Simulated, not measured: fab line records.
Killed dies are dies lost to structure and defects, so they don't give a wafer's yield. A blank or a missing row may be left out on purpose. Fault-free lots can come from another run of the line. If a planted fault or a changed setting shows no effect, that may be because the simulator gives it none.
The tool behind it: which one? / flow n5Finfet / Sampling: 9 lots, 27 wafers, 6 of 1938 route steps

## WHAT THE GAUGES READ, wafer by wafer
N5_SDB_THK_MEAS_31. Usual: for SDB_THK the level is 64.2 nm and the standard deviation is 1.2.
lot=L464; measured=day 5 11:32; on=filmMetro-01; SDB_THK (nm)=63.1 62.9 63.8; flag=
lot=L465; measured=day 5 17:58; on=filmMetro-02; SDB_THK (nm)=63.1 66.4 65.4; flag=
lot=L466; measured=day 6 01:58; on=filmMetro-02; SDB_THK (nm)=63.3 61.2 62.8; flag=
lot=L467; measured=day 6 03:29; on=filmMetro-02; SDB_THK (nm)=63.3 63.6 64.1; flag=
lot=L468; measured=day 6 09:27; on=filmMetro-01; SDB_THK (nm)=64.9 66.4 66.2; flag=
lot=L471; measured=day 7 02:56; on=filmMetro-02; SDB_THK (nm)=63.9 64.3 63.4; flag=
lot=L475; measured=day 8 05:04; on=filmMetro-02; SDB_THK (nm)=63.2 64.3 64.5; flag=
lot=L478; measured=day 9 01:17; on=filmMetro-01; SDB_THK (nm)=65.4 63.4 63.0; flag=
lot=L481; measured=day 9 18:55; on=filmMetro-02; SDB_THK (nm)=64.5 63.3 63.8; flag=

N5_HKMG_FIN_INSPECT_14: inspects for defects (macro). Usual: 1.9 for rawDefectCount, sd 1.4.
lot=L464; measured=day 5 16:31; on=defectInspect-01; rawDefectCount=5 2 2; flag=
lot=L465; measured=day 5 22:59; on=defectInspect-02; rawDefectCount=1 0 0; flag=
lot=L466; measured=day 6 07:07; on=defectInspect-02; rawDefectCount=1 0 1; flag=
lot=L467; measured=day 6 08:31; on=defectInspect-02; rawDefectCount=1 1 1; flag=
lot=L468; measured=day 6 14:38; on=defectInspect-01; rawDefectCount=>300 >300 >300; flag=OFF
lot=L471; measured=day 7 08:22; on=defectInspect-02; rawDefectCount=>300 >300 >300; flag=OFF
lot=L475; measured=day 8 09:56; on=defectInspect-01; rawDefectCount=0 0 2; flag=
lot=L478; measured=day 9 06:23; on=defectInspect-01; rawDefectCount=0 3 1; flag=
lot=L481; measured=day 10 01:36; on=defectInspect-01; rawDefectCount=1 3 3; flag=

N5_BEOL_M4_RC_MEAS_101. Usual: DIBL_N 36.0 mV/V, standard deviation 2.5; DIBL_P 36.7 mV/V, standard deviation 3; IOFF_N 0.16 nA/um, standard deviation 0.043; IOFF_P 0.21 nA/um, standard deviation 0.049; ION_N 673 uA/um, standard deviation 15; ION_P 461 uA/um, standard deviation 9.8; SS_N 71.5 mV/dec, standard deviation 0.83; SS_P 73.4 mV/dec, standard deviation 0.83; VT_N 250 mV, standard deviation 4; VT_P -251 mV, standard deviation 4.
lot=L464; measured=day 9 07:55; on=prober-01; DIBL_N (mV/V)=34.7 39.3 35.2; DIBL_P (mV/V)=36.8 41.9 37.8; IOFF_N (nA/um)=0.13 0.24 0.14; IOFF_P (nA/um)=0.22 0.32 0.23; ION_N (uA/um)=668 697 660; ION_P (uA/um)=469 476 461; SS_N (mV/dec)=71.1 72.0 70.2; SS_P (mV/dec)=74.0 74.6 74.2; VT_N (mV)=250 244 253; VT_P (mV)=-248 -243 -248; flag=
lot=L465; measured=day 9 20:40; on=prober-02; DIBL_N (mV/V)=30.3 31.6 36.3; DIBL_P (mV/V)=32.5 34.5 39.7; IOFF_N (nA/um)=0.10 0.12 0.23; IOFF_P (nA/um)=0.14 0.16 0.26; ION_N (uA/um)=645 651 681; ION_P (uA/um)=441 453 464; SS_N (mV/dec)=71.2 70.9 73.6; SS_P (mV/dec)=71.8 72.6 73.7; VT_N (mV)=256 252 244; VT_P (mV)=-257 -254 -246; flag=
lot=L466; measured=day 10 00:22; on=prober-01; DIBL_N (mV/V)=38.4 35.0 36.9; DIBL_P (mV/V)=38.0 35.9 38.2; IOFF_N (nA/um)=0.19 0.13 0.16; IOFF_P (nA/um)=0.23 0.19 0.23; ION_N (uA/um)=673 665 664; ION_P (uA/um)=462 456 460; SS_N (mV/dec)=72.0 71.3 72.0; SS_P (mV/dec)=74.1 73.1 74.3; VT_N (mV)=252 254 252; VT_P (mV)=-251 -253 -250; flag=
lot=L467; measured=day 10 02:14; on=prober-01; DIBL_N (mV/V)=39.2 35.1 33.3; DIBL_P (mV/V)=43.4 35.1 35.7; IOFF_N (nA/um)=0.28 0.17 0.13; IOFF_P (nA/um)=0.32 0.18 0.17; ION_N (uA/um)=689 666 677; ION_P (uA/um)=470 456 463; SS_N (mV/dec)=72.0 71.2 69.9; SS_P (mV/dec)=75.1 73.2 72.6; VT_N (mV)=242 249 251; VT_P (mV)=-244 -254 -254; flag=
lot=L468; measured=day 10 04:03; on=prober-02; DIBL_N (mV/V)=39.1 37.2 34.3; DIBL_P (mV/V)=38.4 37.8 34.9; IOFF_N (nA/um)=0.18 0.15 0.12; IOFF_P (nA/um)=0.22 0.21 0.18; ION_N (uA/um)=668 665 651; ION_P (uA/um)=457 455 456; SS_N (mV/dec)=72.7 71.9 70.4; SS_P (mV/dec)=74.4 73.5 73.3; VT_N (mV)=251 251 254; VT_P (mV)=-251 -252 -255; flag=
lot=L471; measured=day 10 23:24; on=prober-01; DIBL_N (mV/V)=38.9 33.3 36.2; DIBL_P (mV/V)=38.3 32.8 35.1; IOFF_N (nA/um)=0.19 0.10 0.14; IOFF_P (nA/um)=0.23 0.16 0.18; ION_N (uA/um)=687 648 654; ION_P (uA/um)=462 446 446; SS_N (mV/dec)=72.6 70.9 72.4; SS_P (mV/dec)=74.1 72.7 73.5; VT_N (mV)=248 258 253; VT_P (mV)=-250 -253 -251; flag=
lot=L475; measured=day 12 12:56; on=prober-02; DIBL_N (mV/V)=34.9 37.1 37.5; DIBL_P (mV/V)=36.0 38.8 39.1; IOFF_N (nA/um)=0.14 0.17 0.19; IOFF_P (nA/um)=0.22 0.26 0.27; ION_N (uA/um)=666 672 694; ION_P (uA/um)=462 469 484; SS_N (mV/dec)=70.3 71.8 71.2; SS_P (mV/dec)=73.1 73.2 73.4; VT_N (mV)=251 248 246; VT_P (mV)=-247 -246 -244; flag=
lot=L478; measured=day 13 08:08; on=prober-01; DIBL_N (mV/V)=37.2 33.4 34.2; DIBL_P (mV/V)=38.7 33.9 34.3; IOFF_N (nA/um)=0.19 0.13 0.15; IOFF_P (nA/um)=0.26 0.19 0.20; ION_N (uA/um)=677 662 682; ION_P (uA/um)=464 463 472; SS_N (mV/dec)=71.9 70.9 71.5; SS_P (mV/dec)=73.6 72.9 72.6; VT_N (mV)=248 253 246; VT_P (mV)=-248 -250 -249; flag=
lot=L481; measured=day 14 13:20; on=prober-01; DIBL_N (mV/V)=35.6 37.2 35.3; DIBL_P (mV/V)=36.6 38.3 36.1; IOFF_N (nA/um)=0.14 0.17 0.13; IOFF_P (nA/um)=0.17 0.19 0.16; ION_N (uA/um)=672 683 650; ION_P (uA/um)=454 463 445; SS_N (mV/dec)=71.1 71.8 70.9; SS_P (mV/dec)=72.9 73.6 73.2; VT_N (mV)=252 251 254; VT_P (mV)=-256 -254 -258; flag=

## EACH LOT AND THE TOOL THAT RAN IT (in order: tool; ch and the chambers of the sampled wafers; start)
lot=L464; N5_HKMG_FIN_ALD_36=aldMetal-03 ch 1,2, day 5 15:26; N5_HKMG_FIN_ETCH_31=rieDiel-05 ch 0,1,3, day 5 17:11; N5_HKMG_FIN_ALD_71=aldMetal-04 ch 0,3, day 5 19:11
lot=L465; N5_HKMG_FIN_ALD_36=aldMetal-03 ch 2,3, day 5 21:46; N5_HKMG_FIN_ETCH_31=rieDiel-06 ch 1,3, day 5 23:10; N5_HKMG_FIN_ALD_71=aldMetal-03 ch 0,1,3, day 6 01:11
lot=L466; N5_HKMG_FIN_ALD_36=aldMetal-03 ch 0,1, day 6 05:54; N5_HKMG_FIN_ETCH_31=rieDiel-04 ch 0,3, day 6 07:13; N5_HKMG_FIN_ALD_71=aldMetal-03 ch 0,3, day 6 09:15
lot=L467; N5_HKMG_FIN_ALD_36=aldMetal-01 ch 0,3, day 6 07:19; N5_HKMG_FIN_ETCH_31=rieDiel-05 ch 1,2, day 6 08:38; N5_HKMG_FIN_ALD_71=aldMetal-04 ch 1,2, day 6 10:39
lot=L468; N5_HKMG_FIN_ALD_36=aldMetal-03 ch 0,2,3, day 6 13:25; N5_HKMG_FIN_ETCH_31=rieDiel-06 ch 2,3, day 6 14:42; N5_HKMG_FIN_ALD_71=aldMetal-03 ch 0,1,2, day 6 16:43
lot=L471; N5_HKMG_FIN_ALD_36=aldMetal-03 ch 0,2,3, day 7 07:09; N5_HKMG_FIN_ETCH_31=rieDiel-05 ch 0,2, day 7 08:26; N5_HKMG_FIN_ALD_71=aldMetal-01 ch 1,2,3, day 7 10:50
lot=L475; N5_HKMG_FIN_ALD_36=aldMetal-01 ch 0,3, day 8 08:44; N5_HKMG_FIN_ETCH_31=rieDiel-05 ch 0,1,2, day 8 10:47; N5_HKMG_FIN_ALD_71=aldMetal-01 ch 1,2, day 8 12:49
lot=L478; N5_HKMG_FIN_ALD_36=aldMetal-04 ch 0,2,3, day 9 05:10; N5_HKMG_FIN_ETCH_31=rieDiel-06 ch 1,3, day 9 06:26; N5_HKMG_FIN_ALD_71=aldMetal-01 ch 0,2,3, day 9 08:34
lot=L481; N5_HKMG_FIN_ALD_36=aldMetal-04 ch 0,1, day 10 00:23; N5_HKMG_FIN_ETCH_31=rieDiel-04 ch 1,2, day 10 01:53; N5_HKMG_FIN_ALD_71=aldMetal-01 ch 0,1,3, day 10 03:55
- N5_HKMG_FIN_ALD_36: deposits TiN, target thk 1 nm, pulse time 1 s, purge time 3 s.
- N5_HKMG_FIN_ETCH_31: etches SiARC in CF4, target depth 45.5 nm, time 75.8 s.
- N5_HKMG_FIN_ALD_71: deposits TiN, target thk 1 nm, pulse time 1 s, purge time 3 s.

## AS READ BY THE TOOLS THEMSELVES (means over the sampled wafers that have a number; for cases with no such wafer, the mark the record gives instead)
N5_HKMG_FIN_ALD_36. Usual: heaterPowerW 937 W, standard deviation 100; precursorPulseHeightRel 0.998, standard deviation 0.02.
lot=L464; tool=aldMetal-03; heaterPowerW (W)=964; precursorPulseHeightRel=0.999; flag=
lot=L465; tool=aldMetal-03; heaterPowerW (W)=937; precursorPulseHeightRel=1.023; flag=
lot=L466; tool=aldMetal-03; heaterPowerW (W)=827; precursorPulseHeightRel=0.996; flag=
lot=L467; tool=aldMetal-01; heaterPowerW (W)=860; precursorPulseHeightRel=1.001; flag=
lot=L468; tool=aldMetal-03; heaterPowerW (W)=886; precursorPulseHeightRel=0.996; flag=
lot=L471; tool=aldMetal-03; heaterPowerW (W)=892; precursorPulseHeightRel=0.993; flag=
lot=L475; tool=aldMetal-01; heaterPowerW (W)=876; precursorPulseHeightRel=1.009; flag=
lot=L478; tool=aldMetal-04; heaterPowerW (W)=969; precursorPulseHeightRel=1.000; flag=
lot=L481; tool=aldMetal-04; heaterPowerW (W)=901; precursorPulseHeightRel=0.994; flag=

N5_HKMG_FIN_ETCH_31. Usual: drypumpMotorCurrentA 5.8 A, standard deviation 0.46; etchRfOnTimeS 75.0 s, standard deviation 2.6; oesProductAu 0.65 a.u., standard deviation 0.077; rfVppV 183.4 V, standard deviation 1.1; showerheadPlenumPTorr 2.09 Torr, standard deviation 0.06; throttleValvePct 15.61 %, standard deviation 0.29.
lot=L464; tool=rieDiel-05; drypumpMotorCurrentA (A)=5.8; etchRfOnTimeS (s)=74.6; oesProductAu (a.u.)=0.66; rfVppV (V)=183.4; showerheadPlenumPTorr (Torr)=2.09; throttleValvePct (%)=15.65; flag=
lot=L465; tool=rieDiel-06; drypumpMotorCurrentA (A)=6.3; etchRfOnTimeS (s)=70.1; oesProductAu (a.u.)=0.74; rfVppV (V)=183.1; showerheadPlenumPTorr (Torr)=2.08; throttleValvePct (%)=15.52; flag=
lot=L466; tool=rieDiel-04; drypumpMotorCurrentA (A)=5.5; etchRfOnTimeS (s)=74.7; oesProductAu (a.u.)=0.73; rfVppV (V)=184.0; showerheadPlenumPTorr (Torr)=2.08; throttleValvePct (%)=15.26; flag=
lot=L467; tool=rieDiel-05; drypumpMotorCurrentA (A)=5.8; etchRfOnTimeS (s)=75.1; oesProductAu (a.u.)=0.72; rfVppV (V)=183.6; showerheadPlenumPTorr (Torr)=2.15; throttleValvePct (%)=15.32; flag=
lot=L468; tool=rieDiel-06; drypumpMotorCurrentA (A)=5.8; etchRfOnTimeS (s)=74.8; oesProductAu (a.u.)=0.67; rfVppV (V)=183.1; showerheadPlenumPTorr (Torr)=2.04; throttleValvePct (%)=15.53; flag=
lot=L471; tool=rieDiel-05; drypumpMotorCurrentA (A)=5.6; etchRfOnTimeS (s)=77.1; oesProductAu (a.u.)=0.59; rfVppV (V)=182.8; showerheadPlenumPTorr (Torr)=2.10; throttleValvePct (%)=15.77; flag=
lot=L475; tool=rieDiel-05; drypumpMotorCurrentA (A)=5.6; etchRfOnTimeS (s)=76.0; oesProductAu (a.u.)=0.64; rfVppV (V)=183.9; showerheadPlenumPTorr (Torr)=2.12; throttleValvePct (%)=15.57; flag=
lot=L478; tool=rieDiel-06; drypumpMotorCurrentA (A)=6.3; etchRfOnTimeS (s)=71.6; oesProductAu (a.u.)=0.70; rfVppV (V)=182.8; showerheadPlenumPTorr (Torr)=2.07; throttleValvePct (%)=15.56; flag=
lot=L481; tool=rieDiel-04; drypumpMotorCurrentA (A)=5.6; etchRfOnTimeS (s)=78.2; oesProductAu (a.u.)=0.60; rfVppV (V)=184.7; showerheadPlenumPTorr (Torr)=2.15; throttleValvePct (%)=15.63; flag=

N5_HKMG_FIN_ALD_71. Usual: heaterPowerW 942 W, standard deviation 99; precursorPulseHeightRel 0.999, standard deviation 0.019.
lot=L464; tool=aldMetal-04; heaterPowerW (W)=900; precursorPulseHeightRel=0.977; flag=
lot=L465; tool=aldMetal-03; heaterPowerW (W)=926; precursorPulseHeightRel=0.994; flag=
lot=L466; tool=aldMetal-03; heaterPowerW (W)=827; precursorPulseHeightRel=0.993; flag=
lot=L467; tool=aldMetal-04; heaterPowerW (W)=997; precursorPulseHeightRel=0.994; flag=
lot=L468; tool=aldMetal-03; heaterPowerW (W)=904; precursorPulseHeightRel=0.982; flag=
lot=L471; tool=aldMetal-01; heaterPowerW (W)=956; precursorPulseHeightRel=1.004; flag=
lot=L475; tool=aldMetal-01; heaterPowerW (W)=938; precursorPulseHeightRel=0.998; flag=
lot=L478; tool=aldMetal-01; heaterPowerW (W)=944; precursorPulseHeightRel=1.006; flag=
lot=L481; tool=aldMetal-01; heaterPowerW (W)=850; precursorPulseHeightRel=1.014; flag=

## THE ANSWER, worked out from the rows above alone
Rule: a lot counts as off when the mean over its wafers that have a number is more than 3 standard deviations away from the usual mean. Also off: a lot with no number at a reading for which 4 or more lots have one. Any other lot the step has rows for is counted as sound. The gauges are gone through in route order, then the tools' own readings, and for those a lot's mean is taken as printed above. At the first step where some lot is off, the reading lying furthest off is the one used; lots without a number count as furthest.
Off, at N5_HKMG_FIN_INSPECT_14 on rawDefectCount: L468, L471. Without a number there: L468, L471.
If a tool, at a process step before that reading, ran all the lots that are off and no sound lot after the first of them, it fits. Those tools and the gauges at N5_HKMG_FIN_INSPECT_14 are tried in the same way. One fits: N5_HKMG_FIN_ALD_36 on aldMetal-03. Its last sound lot is L466 (day 6 05:54), its first lot that is off L468 (day 6 13:25): a fault that began between those two fits.

## WHAT THE SIMULATOR PUT IN
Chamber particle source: aldMetal-03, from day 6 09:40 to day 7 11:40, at N5_HKMG_FIN_ALD_36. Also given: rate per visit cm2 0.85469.
Struck lots among those shown: L468, L471. The rule given above showed the same thing.
